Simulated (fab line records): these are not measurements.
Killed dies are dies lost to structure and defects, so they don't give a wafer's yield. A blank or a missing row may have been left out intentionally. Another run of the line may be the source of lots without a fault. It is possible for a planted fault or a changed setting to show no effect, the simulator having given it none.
Which tool was responsible?    flow n5-finfet    30 wafers from 10 lots sampled at 5 of the route's 1938 steps

WHAT EACH GAUGE READ, for each wafer
N5_HKMG_FIN_INSPECT_28: inspects for defects (darkfield). Usual: raw-defect-count reads 43 (standard deviation 20).
lot   measured      on                 raw-defect-count  flag
L311  day 4 10:37   defect-inspect-01  61 51 56          
L312  day 4 15:33   defect-inspect-02  47 48 28          
L318  day 6 02:18   defect-inspect-02  37 24 22          
L319  day 6 10:53   defect-inspect-02  31 44 31          
L328  day 8 12:37   defect-inspect-02  44 55 54          
L329  day 8 18:56   defect-inspect-01  39 54 64          
L330  day 9 05:38   defect-inspect-02  16 60 39          
L331  day 9 14:11   defect-inspect-01  90 43 78          
L332  day 9 21:35   defect-inspect-02  49 50 43          
L334  day 10 03:02  defect-inspect-01  69 92 107         

N5_BEOL_M4_RC_MEAS_101. Usual: DIBL_N 36.1 mV/V, standard deviation 1.6; DIBL_P 35.7 mV/V, standard deviation 1.8; IOFF_N 0.159 nA/um, standard deviation 0.027; IOFF_P 0.21 nA/um, standard deviation 0.03; ION_N 673 uA/um, standard deviation 10; ION_P 462 uA/um, standard deviation 7.4; SS_N 71.4 mV/dec, standard deviation 0.56; SS_P 73.2 mV/dec, standard deviation 0.61; VT_N 249.7 mV, standard deviation 3; VT_P -250 mV, standard deviation 3.1.
lot   measured      on         DIBL_N (mV/V)   DIBL_P (mV/V)   IOFF_N (nA/um)     IOFF_P (nA/um)  ION_N (uA/um)  ION_P (uA/um)  SS_N (mV/dec)   SS_P (mV/dec)   VT_N (mV)          VT_P (mV)       flag
L311  day 7 22:14   prober-01  33.2 34.0 32.9  33.2 35.0 32.9  0.118 0.134 0.122  0.19 0.22 0.19  664 661 661    460 466 459    70.7 71.5 71.3  72.6 73.1 72.2  253.6 251.4 250.9  -248 -249 -250  
L312  day 8 03:34   prober-01  37.4 34.4 35.2  38.9 35.6 35.5  0.206 0.145 0.154  0.25 0.19 0.19  692 676 664    463 462 451    72.8 71.5 71.9  74.3 73.1 72.6  244.1 248.1 248.0  -251 -254 -255  
L318  day 9 07:34   prober-01  38.1 35.9 37.8  35.7 33.7 36.1  0.166 0.131 0.174  0.20 0.18 0.21  666 671 684    453 460 466    71.7 71.0 72.0  73.3 72.3 73.2  248.8 252.3 247.9  -252 -249 -250  
L319  day 9 18:08   prober-01  35.6 36.1 34.8  34.9 36.6 35.5  0.137 0.155 0.139  0.18 0.22 0.20  654 670 670    451 462 466    71.5 70.7 70.8  72.7 72.8 73.3  255.4 249.0 249.9  -251 -249 -250  
L328  day 12 12:33  prober-02  35.1 38.1 35.5  36.0 38.5 36.5  0.152 0.243 0.172  0.20 0.25 0.20  684 688 685    468 466 461    71.3 72.3 72.0  72.8 73.2 72.8  249.8 242.1 246.1  -252 -249 -249  
L329  day 12 17:29  prober-01  35.4 38.7 39.3  35.2 38.5 38.7  0.131 0.195 0.200  0.18 0.23 0.23  675 679 686    462 463 466    70.7 71.5 71.9  72.7 74.0 74.1  249.4 246.7 248.2  -251 -249 -246  
L330  day 12 18:56  prober-02  37.5 34.7 36.6  34.8 31.6 34.2  0.156 0.118 0.154  0.19 0.15 0.19  660 643 677    450 447 460    71.6 71.4 70.9  73.1 72.4 73.1  251.8 254.1 250.6  -251 -255 -256  
L331  day 13 17:08  prober-01  34.9 35.7 36.4  34.5 36.9 37.7  0.122 0.148 0.163  0.17 0.21 0.21  666 683 683    455 467 465    71.1 70.8 71.6  73.3 73.6 73.8  253.6 250.6 250.1  -252 -250 -251  
L332  day 13 21:15  prober-01  37.1 35.3 36.2  36.8 34.9 36.0  0.195 0.147 0.178  0.23 0.19 0.22  678 672 677    461 457 463    71.9 71.5 72.2  72.9 72.3 72.4  247.2 251.9 249.4  -250 -253 -250  
L334  day 14 16:55  prober-02  34.9 40.0 37.2  33.0 39.2 35.1  0.124 0.210 0.147  0.19 0.30 0.23  667 684 675    465 473 478    70.6 71.4 70.6  72.9 75.1 73.6  250.1 246.3 249.8  -249 -246 -248  

TOOL THAT RAN EACH LOT (tool first, then ch and the chambers of the sampled wafers, then the start)
lot   N5_HKMG_FIN_W_FILL_22          N5_GATE_CUT_SAC_CAP_01            N5_GATE_CUT_COAT_34
L311  cvd-w-02 ch 0,1, day 4 09:48   ald-sin-01 ch 0,2,3, day 4 11:41  litho-track-05 ch 0, day 4 14:21
L312  cvd-w-02 ch 0,1, day 4 14:44   ald-sin-02 ch 0,1, day 4 16:40    litho-track-02 ch 0, day 4 19:20
L318  cvd-w-02 ch 0,1, day 6 01:29   ald-sin-03 ch 0,2, day 6 03:04    litho-track-05 ch 0, day 6 05:44
L319  cvd-w-02 ch 0, day 6 09:56     ald-sin-02 ch 0,1,2, day 6 11:32  litho-track-02 ch 0, day 6 14:13
L328  cvd-w-02 ch 0,1, day 8 11:48   ald-sin-01 ch 1,2,3, day 8 14:32  litho-track-02 ch 0, day 8 17:11
L329  cvd-w-02 ch 0, day 8 18:06     ald-sin-01 ch 0,3, day 8 19:56    litho-track-02 ch 0, day 8 22:37
L330  cvd-w-02 ch 0,1, day 9 04:49   ald-sin-02 ch 0,2, day 9 06:44    litho-track-03 ch 0, day 9 09:25
L331  cvd-w-02 ch 0,1, day 9 13:23   ald-sin-02 ch 0,1,3, day 9 14:53  litho-track-05 ch 0, day 9 17:32
L332  cvd-w-02 ch 0,1, day 9 20:40   ald-sin-01 ch 0,2,3, day 9 22:25  litho-track-03 ch 0, day 10 01:07
L334  cvd-w-01 ch 0,1, day 10 02:11  ald-sin-02 ch 1,3, day 10 03:41   litho-track-05 ch 0, day 10 06:22
- N5_HKMG_FIN_W_FILL_22: material W, target thk 60 nm, time 18.2 s.
- N5_GATE_CUT_SAC_CAP_01: material SiNx, target thk 24 nm, pulse time 1 s, ald cycles 480.
- N5_GATE_CUT_COAT_34: time 60 s, resist thk 60 nm.

AS READ BY THE TOOLS THEMSELVES (means over the sampled wafers that have a number; for cases with no such wafer, the mark the record gives instead)
N5_HKMG_FIN_W_FILL_22. Usual: heater-power-w 887 W, standard deviation 72; throttle-valve-pct 19.4 %, standard deviation 0.53.
lot   tool      heater-power-w (W)  throttle-valve-pct (%)  flag
L311  cvd-w-02  902                 18.9                    
L312  cvd-w-02  876                 19.1                    
L318  cvd-w-02  927                 18.9                    
L319  cvd-w-02  955                 18.8                    
L328  cvd-w-02  927                 19.0                    
L329  cvd-w-02  965                 18.9                    
L330  cvd-w-02  882                 19.5                    
L331  cvd-w-02  879                 19.4                    
L332  cvd-w-02  911                 19.3                    
L334  cvd-w-01  876                 20.1                    

N5_GATE_CUT_SAC_CAP_01. Usual: heater-power-w 825 W, standard deviation 78; precursor-pulse-height-rel 1.001, standard deviation 0.02.
lot   tool        heater-power-w (W)  precursor-pulse-height-rel  flag
L311  ald-sin-01  800                 1.001                       
L312  ald-sin-02  793                 0.975                       
L318  ald-sin-03  779                 1.000                       
L319  ald-sin-02  872                 1.004                       
L328  ald-sin-01  811                 1.004                       
L329  ald-sin-01  807                 0.998                       
L330  ald-sin-02  852                 1.018                       
L331  ald-sin-02  808                 0.990                       
L332  ald-sin-01  778                 1.005                       
L334  ald-sin-02  793                 1.001                       

N5_GATE_CUT_COAT_34. Usual: resist-line-temp-C 22.99 C, standard deviation 0.12; spin-speed-rpm 1500.0 rpm, standard deviation 1.
lot   tool            resist-line-temp-C (C)  spin-speed-rpm (rpm)  flag
L311  litho-track-05  22.99                   1501.0                
L312  litho-track-02  22.96                   1499.9                
L318  litho-track-05  23.00                   1500.7                
L319  litho-track-02  22.99                   1499.8                
L328  litho-track-02  22.92                   1593.5                OFF
L329  litho-track-02  22.90                   1594.8                OFF
L330  litho-track-03  22.96                   1500.6                
L331  litho-track-05  22.86                   1499.6                
L332  litho-track-03  23.09                   1500.4                
L334  litho-track-05  23.09                   1499.1                

THE ANSWER, worked out from the rows above alone
Rule: lot off if the mean of its wafers having a number is beyond 3 standard deviations from the usual mean. A lot without any number at a reading at which 4 lots or more have one is off too. Any other lot the step has rows for is counted as sound. The gauges are gone through in route order, then the tools' own readings, and for those a lot's mean is taken as printed above. At the first step where some lot is off, the reading lying furthest off is the one used; lots without a number count as furthest.
Off: L328, L329, at N5_GATE_CUT_COAT_34 (spin-speed-rpm).
A tool fits if, at that step or a process step before it, it ran every lot that is off, and no sound lot after the first of them. One candidate fits, namely litho-track-02 at N5_GATE_CUT_COAT_34. Its last sound lot is L319 (day 6 14:13), its first lot that is off L328 (day 8 17:11): a fault that began between those two fits.
On the lots that are off, the tool's own readings at N5_GATE_CUT_COAT_34 differ by more than 5 times the standard deviation of the sound lots' means, which bears it out; spin-speed-rpm reads 1594.2 rpm there versus 1500.1 rpm on the sound lots.

WHAT THE SIMULATOR HAD PUT IN
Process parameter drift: litho-track-02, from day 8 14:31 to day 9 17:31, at N5_GATE_CUT_COAT_34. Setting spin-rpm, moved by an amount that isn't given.
Shown lots that were struck: L328, L329. The rule above found the same.
